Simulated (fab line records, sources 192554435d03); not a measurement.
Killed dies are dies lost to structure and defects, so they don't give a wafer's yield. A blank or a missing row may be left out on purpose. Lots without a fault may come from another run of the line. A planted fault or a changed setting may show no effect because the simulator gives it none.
fab line records | flow n5_finfet
record lots=7 wafers=21 last_day=19
route steps=1938 shown BEOL_M4@1096 PASSIVATION@1936
lots that met no fault: from a run of the same line without faults
start_h: hours from the record's first day to the start of the lot's first wafer shown | wait_h: hours since the lot's step before | " the same as in the row above | L1.1+2: a row that stands for several wafers | - no value, or no start given | * or withheld: withheld | < > ~ a bound
route shown NAME@n: a module of which the file shows steps, and the number in the route of the first | usual: mean/standard deviation of fault-free wafers | same: alike in all rows | chamber/n: place in a boat | sites: the reading at each site | _std_site: their standard deviation | _edge_site: outer sites' mean less inner sites' | radius_mm: how far each site lies from the wafer's centre | mask NAME#n: copy n | behind: the tool/chamber that last shaped the wafer | hold: why the lot was held/for how many hours/how that ended | device: the transistor (n, p or np) that didn't switch | end of line: the same wafers' tests at the end of the route | a step without rows: its recipe alone | killed: dies lost to structure and defects at the first sort, not the wafer's yield | map: a wafer's dies, x killed, . not, _ none there
set.NAME: the setting as run; set.NAME@STEP: as run at that earlier step | model.NAME: the simulator's own value behind a step, which no gauge read
lots at some steps of the route; a table a step, a row a wafer
services: from which hour (start_h, from the record's first day; less than 0 if before it) a tool's chamber was out of use, for how many hours, and why
## steps
# step N5_BEOL_M4_SPUTTER_92
# recipe material=Cu target_thk_a=45 temp_c=-20 chamber_pressure_pa=0.07 power_w=withheld time_s=8.29
# usual throttle_valve_pct=29.6/0.95
# same time_s=8.29
# columns lot.wafer tool chamber start_h wait_h throttle_valve_pct
L587.2 pvd_sputter-01 - 217.41 0.1 31.4
L587.4 " - " " 30.1
L587.6 " - " " 28.6
L588.1 pvd_sputter-01 - 230.38 0.1 29.9
L588.2 " - " " 28.7
L588.5 " - " " 28.5
L592.3 pvd_sputter-01 - 255.00 0.1 31.4
L592.4 " - " " 28.6
L592.5 " - " " 28.6
L595.1 pvd_sputter-01 - 277.85 0.1 30.4
L595.5 " - " " 28.8
L595.6 " - " " 31.3
L593.1 pvd_sputter-02 - 282.60 0.1 29.1
L593.3 " - " " 30.0
L593.6 " - " " 30.0
L603.1 pvd_sputter-03 - 320.07 0.1 30.3
L603.4 " - " " 31.0
L603.5 " - " " 29.8
L604.4 pvd_sputter-01 - 349.31 0.1 31.4
L604.5 " - " " 28.5
L604.6 " - " " 28.4
# step N5_BEOL_M4_ANNEAL_93
# recipe temp_c=400 time_s=240 ambient=vacuum
# step N5_BEOL_M4_SPUTTER_94
# recipe material=Cu target_thk_a=45 temp_c=-20 chamber_pressure_pa=0.07 power_w=withheld time_s=8.29
# usual throttle_valve_pct=29.7/0.95
# same time_s=8.29
# columns lot.wafer tool chamber start_h wait_h throttle_valve_pct
L587.2 pvd_sputter-01 - 217.63 0.1 31.9
L587.4 " - " " 30.3
L587.6 " - " " 28.8
L588.1 pvd_sputter-01 - 230.60 0.1 30.0
L588.2 " - " " 28.8
L588.5 " - " " 28.7
L592.3 pvd_sputter-01 - 255.22 0.1 31.2
L592.4 " - " " 28.8
L592.5 " - " " 28.4
L595.1 pvd_sputter-01 - 278.07 0.1 30.0
L595.5 " - " " 28.7
L595.6 " - " " 31.5
L593.1 pvd_sputter-02 - 282.82 0.1 29.3
L593.3 " - " " 29.9
L593.6 " - " " 29.8
L603.1 pvd_sputter-03 - 320.29 0.1 29.9
L603.4 " - " " 31.5
L603.5 " - " " 29.6
L604.4 pvd_sputter-01 - 349.53 0.1 31.5
L604.5 " - " " 28.6
L604.6 " - " " 28.6
# step N5_BEOL_M4_ANNEAL_95
# recipe temp_c=400 time_s=240 ambient=vacuum
# step N5_BEOL_M4_SPUTTER_96
# recipe material=Cu target_thk_a=45 temp_c=-20 chamber_pressure_pa=0.07 power_w=withheld time_s=8.29
# usual throttle_valve_pct=29.7/0.96
# same time_s=8.29
# columns lot.wafer tool chamber start_h wait_h throttle_valve_pct
L587.2 pvd_sputter-01 - 217.85 0.1 31.4
L587.4 " - " " 30.1
L587.6 " - " " 28.6
L588.1 pvd_sputter-01 - 230.82 0.1 29.9
L588.2 " - " " 28.6
L588.5 " - " " 28.6
L592.3 pvd_sputter-01 - 255.44 0.1 31.5
L592.4 " - " " 28.4
L592.5 " - " " 28.5
L595.1 pvd_sputter-01 - 278.29 0.1 30.2
L595.5 " - " " 28.7
L595.6 " - " " 31.6
L593.1 pvd_sputter-02 - 283.04 0.1 29.7
L593.3 " - " " 29.9
L593.6 " - " " 30.1
L603.1 pvd_sputter-03 - 320.51 0.1 30.0
L603.4 " - " " 31.3
L603.5 " - " " 30.1
L604.4 pvd_sputter-01 - 349.75 0.1 31.6
L604.5 " - " " 28.8
L604.6 " - " " 28.9
# step N5_BEOL_M4_ECD_50
# recipe material=Cu target_thk_a=3000
# step N5_BEOL_M4_ANNEAL_51
# recipe temp_c=225 time_s=90 ambient=N2
# step N5_BEOL_M4_CMP_52
# recipe stop_on=SiOC t_overpolish_s=6.8 down_force_psi=1 platen_rpm=50 clearing_platen_down_force_psi=1.5 clearing_platen_rpm=50 post_cmp_clean=cu_alkaline target_thk_nm=40 clearing_platen_pad_velocity_m_s=0.99484 pad_velocity_m_s=0.99484
# step N5_BEOL_M4_THK_MEAS_53
# recipe thk_meas_gauge=xrf reads=Cu_of_BEOL_M4_ECD_50
# usual M4_THK=40.4/1.5
# columns lot.wafer tool chamber start_h wait_h M4_THK[nm]
L587.2 film_metro-02 - 218.64 - 38.5
L587.4 " - " " 41.0
L587.6 " - " " 41.7
L588.1 film_metro-02 - 231.88 - 37.9
L588.2 " - " " 39.9
L588.5 " - " " 41.8
L592.3 film_metro-02 - 256.60 - 38.3
L592.4 " - " " 38.4
L592.5 " - " " 42.3
L595.1 film_metro-02 - 279.08 - 38.4
L595.5 " - " " 39.0
L595.6 " - " " 40.6
L593.1 film_metro-02 - 283.98 - 38.0
L593.3 " - " " 40.2
L593.6 " - " " 43.8
L603.1 film_metro-02 - 321.30 - 39.0
L603.4 " - " " 40.4
L603.5 " - " " 39.5
L604.4 film_metro-02 - 350.54 - 41.6
L604.5 " - " " 41.6
L604.6 " - " " 40.5
# step N5_BEOL_M4_PRE_CLEAN_60
# recipe gas=NH3/H2 time_s=15 temp_c=* rf_power_w=300
# usual heater_power_w=104/9.3
# same time_s=15
# columns lot.wafer tool chamber start_h wait_h heater_power_w
L587.2 cvd_co-01 2 218.68 0.0 107
L587.4 " 1 " " 107
L587.6 " 0 " " 98
L588.1 cvd_co-01 0 231.92 0.0 96
L588.2 " 1 " " 107
L588.5 " 0 " " 96
L592.3 cvd_co-02 1 256.73 0.1 94
L592.4 " 0 " " 117
L592.5 " 1 " " 97
L595.1 cvd_co-02 0 279.12 0.0 123
L595.5 " 0 " " 126
L595.6 " 1 " " 98
L593.1 cvd_co-01 1 284.02 0.0 109
L593.3 " 2 " " 105
L593.6 " 2 " " 104
L603.1 cvd_co-02 2 321.33 0.0 94
L603.4 " 0 " " 123
L603.5 " 2 " " 95
L604.4 cvd_co-02 0 350.60 0.1 124
L604.5 " 2 " " 98
L604.6 " 1 " " 95
# step N5_BEOL_M4_CO_CAP_55
# recipe material=Co target_thk_a=20 temp_c=200 precursor=CCTBA/H2 pressure_torr=30 time_s=102.1
# usual heater_power_w=260/12
# same time_s=102.1
# columns lot.wafer tool chamber start_h wait_h heater_power_w
L587.2 cvd_co-01 2 218.72 0.0 264
L587.4 " 1 " " 263
L587.6 " 0 " " 250
L588.1 cvd_co-01 0 231.96 0.0 254
L588.2 " 1 " " 260
L588.5 " 0 " " 250
L592.3 cvd_co-02 1 256.77 0.0 245
L592.4 " 0 " " 287
L592.5 " 1 " " 253
L595.1 cvd_co-02 0 279.16 0.0 282
L595.5 " 0 " " 282
L595.6 " 1 " " 249
L593.1 cvd_co-01 1 284.06 0.0 267
L593.3 " 2 " " 259
L593.6 " 2 " " 266
L603.1 cvd_co-02 2 321.37 0.0 248
L603.4 " 0 " " 287
L603.5 " 2 " " 257
L604.4 cvd_co-02 0 350.65 0.0 288
L604.5 " 2 " " 254
L604.6 " 1 " " 245
# step N5_BEOL_M4_PRE_CLEAN_56
# recipe gas=NH3 time_s=15 temp_c=withheld rf_power_w=300
# step N5_BEOL_M4_DEP_57
# recipe material=SiCN target_thk_a=80 temp_c=withheld precursor=3MS/NH3 pressure_torr=3 rf_w=202 time_s=14
# usual chamber_pressure_Torr=3.000/0.0065 rf_fwd_power_W=199.4/1.1 showerhead_plenum_p_Torr=3.657/0.017 throttle_valve_pct=9.0/0.5 time_s=14/0
# columns lot.wafer tool chamber start_h wait_h chamber_pressure_Torr rf_fwd_power_W showerhead_plenum_p_Torr throttle_valve_pct time_s
L587.2 pecvd-01 0 218.84 0.0 3.006 198.0 3.661 9.6 14
L587.4 " 1 " " 2.995 200.6 3.642 8.5 14
L587.6 " 0 " " 2.998 199.5 3.676 9.3 14
L588.1 pecvd-02 1 232.07 0.0 3.000 200.6 3.682 9.0 14
L588.2 " 0 " " 2.993 199.7 3.674 9.5 14
L588.5 " 1 " " 2.999 200.4 3.679 9.1 14
L592.3 pecvd-01 2 256.88 0.0 - - - - -
L592.4 " 0 " " - - - - -
L592.5 " 1 " " - - - - -
L595.1 pecvd-03 1 279.28 0.0 - - - - -
L595.5 " 2 " " - - - - -
L595.6 " 1 " " - - - - -
L593.1 pecvd-01 0 284.18 0.0 - - - - -
L593.3 " 1 " " - - - - -
L593.6 " 1 " " - - - - -
L603.1 pecvd-03 0 321.49 0.0 3.010 199.2 3.673 9.5 14
L603.4 " 1 " " 3.016 200.2 3.660 8.9 14
L603.5 " 2 " " 3.009 199.0 3.682 8.0 14
L604.4 pecvd-01 2 350.75 0.0 3.007 199.1 3.649 8.8 14
L604.5 " 1 " " 2.992 200.7 3.646 8.6 14
L604.6 " 0 " " 3.000 199.2 3.658 9.4 14
# step N5_BEOL_M4_RC_MEAS_101
# usual DIBL_N=36.3/1.6 DIBL_P=36.4/2.1 IOFF_N=0.16/0.032 IOFF_P=0.22/0.044 ION_N=675/12 ION_P=463/8.3 SS_N=71.6/0.64 SS_P=73.3/0.67 VT_N=250/3.3 VT_P=-250/3.7
# columns lot.wafer tool chamber start_h wait_h DIBL_N[mV/V] DIBL_P[mV/V] IOFF_N[nA/um] IOFF_P[nA/um] ION_N[uA/um] ION_P[uA/um] SS_N[mV/dec] SS_P[mV/dec] VT_N[mV] VT_P[mV]
L587.2 prober-01 0 219.13 0.2 37.4 38.4 0.19 0.25 684 468 71.2 73.8 245 -248
L587.4 " 0 " " 37.6 38.7 0.18 0.24 682 468 72.0 73.3 249 -250
L587.6 " 0 " " 35.2 35.4 0.15 0.20 660 463 70.3 72.8 250 -250
L588.1 prober-02 0 232.19 0.0 36.9 35.8 0.16 0.20 686 462 71.2 72.5 248 -251
L588.2 " 0 " " 37.4 36.2 0.18 0.22 687 459 71.3 72.7 246 -248
L588.5 " 0 " " 39.1 38.6 0.21 0.25 685 463 72.0 73.3 247 -247
L603.1 prober-01 0 321.61 0.0 39.1 40.5 0.25 0.32 694 475 72.6 74.5 241 -243
L603.4 " 0 " " 36.1 36.6 0.17 0.24 680 467 72.0 73.4 247 -247
L603.5 " 0 " " 35.1 35.8 0.16 0.24 684 477 71.2 72.7 247 -246
L604.4 prober-02 0 351.32 0.5 38.6 37.5 0.16 0.21 666 452 72.7 73.7 254 -253
L604.5 " 0 " " 37.3 37.4 0.15 0.22 668 458 71.8 73.0 251 -251
L604.6 " 0 " " 36.7 34.2 0.13 0.17 665 452 71.3 72.2 257 -254
# step N5_PASSIVATION_PROBE_49
# usual defect_limited_yield=91.4/1.2 killed_at_M0_to_M3=35/11 killed_at_M4_up=14/6 killed_at_contacts=12/6.7 killed_at_front_end=37/9.7 killed_at_other=3.5/2.5 killed_dies=102/15 killed_on_rim=13/3.6 killed_open=67/12 killed_short=33/7.3 sort_bin_5_function=5.1/0.81 sort_bin_6_memory=3.2/0.65 sort_n_pass=1078/15 sort_yield_pct=91.4/1.2
# same gross_dies=1180 killed_at_back_side=0 sort_bin_4_leakage[%]=0 sort_bin_8_speed[%]=0
# columns lot.wafer tool chamber start_h wait_h defect_limited_yield[%] killed_at_M0_to_M3 killed_at_M4_up killed_at_contacts killed_at_front_end killed_at_other killed_dies killed_on_rim killed_open killed_short sort_bin_5_function[%] sort_bin_6_memory[%] sort_n_pass sort_yield_pct[%]
L592.3 prober-02 - 360.64 0.1 0 47 1087 12 31 3 1180 152 75 42 95.5 4.2 0 0
L592.4 prober-02 - 360.69 0.2 0 34 1108 18 19 1 1180 152 53 29 96.6 2.8 0 0
L592.5 prober-02 - 360.74 0.2 0 22 1114 14 29 1 1180 152 51 28 97.1 2.6 0 0
L595.1 prober-02 - 381.54 0.3 0 32 1097 19 24 8 1180 152 88 26 96.5 3.4 0 0
L595.5 prober-02 - 381.74 0.5 0 44 1095 9 23 9 1180 152 91 27 96.0 3.6 0 0
L595.6 prober-02 - 381.79 0.5 0 34 1103 6 36 1 1180 152 67 28 97.4 2.4 0 0
L593.1 prober-02 - 390.19 0.0 0 42 1080 10 41 7 1180 152 64 47 96.3 3.2 0 0
L593.3 prober-02 - 390.29 0.1 0 40 1086 13 40 1 1180 152 64 33 96.1 3.4 0 0
L593.6 prober-02 - 390.44 0.3 0 29 1096 9 43 3 1180 152 67 35 96.3 3.4 0 0
# killed by level:class
L592.3 BEOL_M4:area_dep=1062 BEOL_M2:geometric_particle:open=15 BEOL_M4:geometric_particle:open=11 MOL_CONTACT_COAG:geometric_particle:open=10 FIN_SAQP:geometric_particle:short=7 GATE_CUT:geometric_particle:short=7 BEOL_M1:geometric_particle:open=7 BEOL_M3:geometric_particle:open=5
L592.4 BEOL_M4:area_dep=1098 MOL_CONTACT_COAG:geometric_particle:open=14 BEOL_M2:geometric_particle:open=7 BEOL_M3:geometric_particle:open=7 BEOL_M2:geometric_particle:short=6 BEOL_M0_SAQP:geometric_particle:open=5 MOL_CONTACT_COAG:geometric_particle:short=4 BEOL_M4:geometric_particle:open=4
L592.5 BEOL_M4:area_dep=1100 MOL_CONTACT_COAG:geometric_particle:open=13 FIN_SAQP:geometric_particle:short=8 BEOL_M4:geometric_particle:open=8 BEOL_M2:geometric_particle:open=5 FIN_SAQP:geometric_particle:open=4 BEOL_M0:geometric_particle:short=4 STARTING-WAFER:geometric_particle:short=4
L595.1 BEOL_M4:area_dep=1065 MOL_CONTACT_COAG:geometric_particle:open=17 BEOL_M4:geometric_particle:open=14 BEOL_M3:geometric_particle:open=13 STI_FIN_REVEAL:geometric_particle:open=11 BEOL_M0_SAQP:geometric_particle:short=6 BEOL_M1:geometric_particle:open=5 BEOL_M6:geometric_particle:open=5
L595.5 BEOL_M4:area_dep=1061 BEOL_M4:geometric_particle:open=16 BEOL_M1:geometric_particle:open=14 MOL_CONTACT_COAG:geometric_particle:open=8 BEOL_M2:geometric_particle:open=8 FIN_SAQP:geometric_particle:open=7 BEOL_M0_SAQP:geometric_particle:open=7 STI_FIN_REVEAL:geometric_particle:open=6
L595.6 BEOL_M4:area_dep=1084 BEOL_M3:geometric_particle:open=13 BEOL_M4:geometric_particle:open=9 STI_FIN_REVEAL:geometric_particle:open=8 BEOL_M1:geometric_particle:open=6 GATE_CUT:geometric_particle:short=5 MOL_CONTACT_COAG:geometric_particle:open=5 BEOL_M2:geometric_particle:open=5
L593.1 BEOL_M4:area_dep=1068 STI_FIN_REVEAL:geometric_particle:open=13 BEOL_M0_SAQP:geometric_particle:short=10 BEOL_M4:geometric_particle:open=9 BEOL_M0_SAQP:geometric_particle:open=8 BEOL_M3:geometric_particle:open=8 BEOL_M3:geometric_particle:short=7 FIN_SAQP:geometric_particle:short=5
L593.3 BEOL_M4:area_dep=1083 MOL_CONTACT_COAG:geometric_particle:open=12 BEOL_M0_SAQP:geometric_particle:open=11 BEOL_M0_SAQP:geometric_particle:short=11 GATE_CUT:geometric_particle:short=9 STI_FIN_REVEAL:geometric_particle:open=7 STARTING-WAFER:geometric_particle:open=6 DUMMY_GATE:geometric_particle:open=5
L593.6 BEOL_M4:area_dep=1078 STI_FIN_REVEAL:geometric_particle:open=11 FIN_SAQP:geometric_particle:short=10 BEOL_M3:geometric_particle:open=9 GATE_CUT:geometric_particle:short=7 MOL_CONTACT_COAG:geometric_particle:open=7 BEOL_M4:geometric_particle:open=7 BEOL_M7:geometric_particle:open=5
# map L592.3 (x killed, . not)
_________________xxxxxxxxxxxx________________
______________xxxxxxxxxxxxxxxxxx_____________
___________xxxxxxxxxxxxxxxxxxxxxxxx__________
__________xxxxxxxxxxxxxxxxxxxxxxxxxx_________
________xxxxxxxxxxxxxxxxxxxxxxxxxxxxxx_______
_______xxxxxxxxxxxxxxxxxxxxxxxxxxxxxxxx______
______xxxxxxxxxxxxxxxxxxxxxxxxxxxxxxxxxx_____
_____xxxxxxxxxxxxxxxxxxxxxxxxxxxxxxxxxxxx____
____xxxxxxxxxxxxxxxxxxxxxxxxxxxxxxxxxxxxxx___
___xxxxxxxxxxxxxxxxxxxxxxxxxxxxxxxxxxxxxxxx__
___xxxxxxxxxxxxxxxxxxxxxxxxxxxxxxxxxxxxxxxx__
__xxxxxxxxxxxxxxxxxxxxxxxxxxxxxxxxxxxxxxxxxx_
__xxxxxxxxxxxxxxxxxxxxxxxxxxxxxxxxxxxxxxxxxx_
_xxxxxxxxxxxxxxxxxxxxxxxxxxxxxxxxxxxxxxxxxxxx
_xxxxxxxxxxxxxxxxxxxxxxxxxxxxxxxxxxxxxxxxxxxx
_xxxxxxxxxxxxxxxxxxxxxxxxxxxxxxxxxxxxxxxxxxxx
_xxxxxxxxxxxxxxxxxxxxxxxxxxxxxxxxxxxxxxxxxxxx
_xxxxxxxxxxxxxxxxxxxxxxxxxxxxxxxxxxxxxxxxxxxx
_xxxxxxxxxxxxxxxxxxxxxxxxxxxxxxxxxxxxxxxxxxxx
_xxxxxxxxxxxxxxxxxxxxxxxxxxxxxxxxxxxxxxxxxxxx
_xxxxxxxxxxxxxxxxxxxxxxxxxxxxxxxxxxxxxxxxxxxx
__xxxxxxxxxxxxxxxxxxxxxxxxxxxxxxxxxxxxxxxxxx_
__xxxxxxxxxxxxxxxxxxxxxxxxxxxxxxxxxxxxxxxxxx_
___xxxxxxxxxxxxxxxxxxxxxxxxxxxxxxxxxxxxxxxx__
___xxxxxxxxxxxxxxxxxxxxxxxxxxxxxxxxxxxxxxxx__
____xxxxxxxxxxxxxxxxxxxxxxxxxxxxxxxxxxxxxx___
_____xxxxxxxxxxxxxxxxxxxxxxxxxxxxxxxxxxxx____
______xxxxxxxxxxxxxxxxxxxxxxxxxxxxxxxxxx_____
_______xxxxxxxxxxxxxxxxxxxxxxxxxxxxxxxx______
________xxxxxxxxxxxxxxxxxxxxxxxxxxxxxx_______
__________xxxxxxxxxxxxxxxxxxxxxxxxxx_________
___________xxxxxxxxxxxxxxxxxxxxxxxx__________
______________xxxxxxxxxxxxxxxxxx_____________
_________________xxxxxxxxxxxx________________
# map L593.1 (x killed, . not)
_________________xxxxxxxxxxxx________________
______________xxxxxxxxxxxxxxxxxx_____________
___________xxxxxxxxxxxxxxxxxxxxxxxx__________
__________xxxxxxxxxxxxxxxxxxxxxxxxxx_________
________xxxxxxxxxxxxxxxxxxxxxxxxxxxxxx_______
_______xxxxxxxxxxxxxxxxxxxxxxxxxxxxxxxx______
______xxxxxxxxxxxxxxxxxxxxxxxxxxxxxxxxxx_____
_____xxxxxxxxxxxxxxxxxxxxxxxxxxxxxxxxxxxx____
____xxxxxxxxxxxxxxxxxxxxxxxxxxxxxxxxxxxxxx___
___xxxxxxxxxxxxxxxxxxxxxxxxxxxxxxxxxxxxxxxx__
___xxxxxxxxxxxxxxxxxxxxxxxxxxxxxxxxxxxxxxxx__
__xxxxxxxxxxxxxxxxxxxxxxxxxxxxxxxxxxxxxxxxxx_
__xxxxxxxxxxxxxxxxxxxxxxxxxxxxxxxxxxxxxxxxxx_
_xxxxxxxxxxxxxxxxxxxxxxxxxxxxxxxxxxxxxxxxxxxx
_xxxxxxxxxxxxxxxxxxxxxxxxxxxxxxxxxxxxxxxxxxxx
_xxxxxxxxxxxxxxxxxxxxxxxxxxxxxxxxxxxxxxxxxxxx
_xxxxxxxxxxxxxxxxxxxxxxxxxxxxxxxxxxxxxxxxxxxx
_xxxxxxxxxxxxxxxxxxxxxxxxxxxxxxxxxxxxxxxxxxxx
_xxxxxxxxxxxxxxxxxxxxxxxxxxxxxxxxxxxxxxxxxxxx
_xxxxxxxxxxxxxxxxxxxxxxxxxxxxxxxxxxxxxxxxxxxx
_xxxxxxxxxxxxxxxxxxxxxxxxxxxxxxxxxxxxxxxxxxxx
__xxxxxxxxxxxxxxxxxxxxxxxxxxxxxxxxxxxxxxxxxx_
__xxxxxxxxxxxxxxxxxxxxxxxxxxxxxxxxxxxxxxxxxx_
___xxxxxxxxxxxxxxxxxxxxxxxxxxxxxxxxxxxxxxxx__
___xxxxxxxxxxxxxxxxxxxxxxxxxxxxxxxxxxxxxxxx__
____xxxxxxxxxxxxxxxxxxxxxxxxxxxxxxxxxxxxxx___
_____xxxxxxxxxxxxxxxxxxxxxxxxxxxxxxxxxxxx____
______xxxxxxxxxxxxxxxxxxxxxxxxxxxxxxxxxx_____
_______xxxxxxxxxxxxxxxxxxxxxxxxxxxxxxxx______
________xxxxxxxxxxxxxxxxxxxxxxxxxxxxxx_______
__________xxxxxxxxxxxxxxxxxxxxxxxxxx_________
___________xxxxxxxxxxxxxxxxxxxxxxxx__________
______________xxxxxxxxxxxxxxxxxx_____________
_________________xxxxxxxxxxxx________________
## services
# columns tool chamber start_h hours kind
pecvd-01 2 202.38 - clean
pecvd-01 2 202.38 - consumable_replace:showerhead
pecvd-01 2 202.38 29.0 scheduled_down
pecvd-01 2 202.38 29.0 vent_cycle
pecvd-03 - 208.14 1.6 repair
cvd_co-02 - 209.89 6.7 repair
cvd_co-02 - 216.64 2.8 pm
pecvd-03 1 232.77 5.5 scheduled_down
pecvd-01 - 236.93 14.6 pm
pecvd-02 0 241.45 3.9 repair
pecvd-03 0 244.60 - calibration
pecvd-01 - 266.95 2.8 pm
pecvd-01 1 278.52 4.2 repair
pecvd-01 2 284.94 19.7 repair
pecvd-02 1 314.06 5.5 scheduled_down
cvd_co-01 1 333.33 - clean
cvd_co-01 1 333.33 22.0 scheduled_down
cvd_co-01 1 333.33 22.0 vent_cycle
## key
first_sign step=N5_BEOL_M4_DEP_57 reading=tool_record direction=missing
effect step=N5_PASSIVATION_PROBE_49 reading=killed_at_M4_up direction=up sigmas=99+ usual=14 struck=1096
more_kills_born_at N5_BEOL_M4_DEP_57@pecvd-01=6489 N5_BEOL_M4_DEP_57@pecvd-03=3210
met_at N5_BEOL_M4_DEP_57
struck_wafers L592.3,L592.4,L592.5,L593.1,L593.3,L593.6,L595.1,L595.5,L595.6
later_rows_left_out L592.3,L592.4,L592.5,L593.1,L593.3,L593.6,L595.1,L595.5,L595.6
onset_between 218.84 256.88
fault kind=skipped_step_whole tool=pecvd-01,pecvd-03 chamber=- onset_h=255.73 steps=N5_BEOL_M4_DEP_57 scope=struck_lots_only
# later_rows_left_out: the simulator's readings of these wafers behind a module that went badly wrong aren't trusted and aren't shown, but for the sort
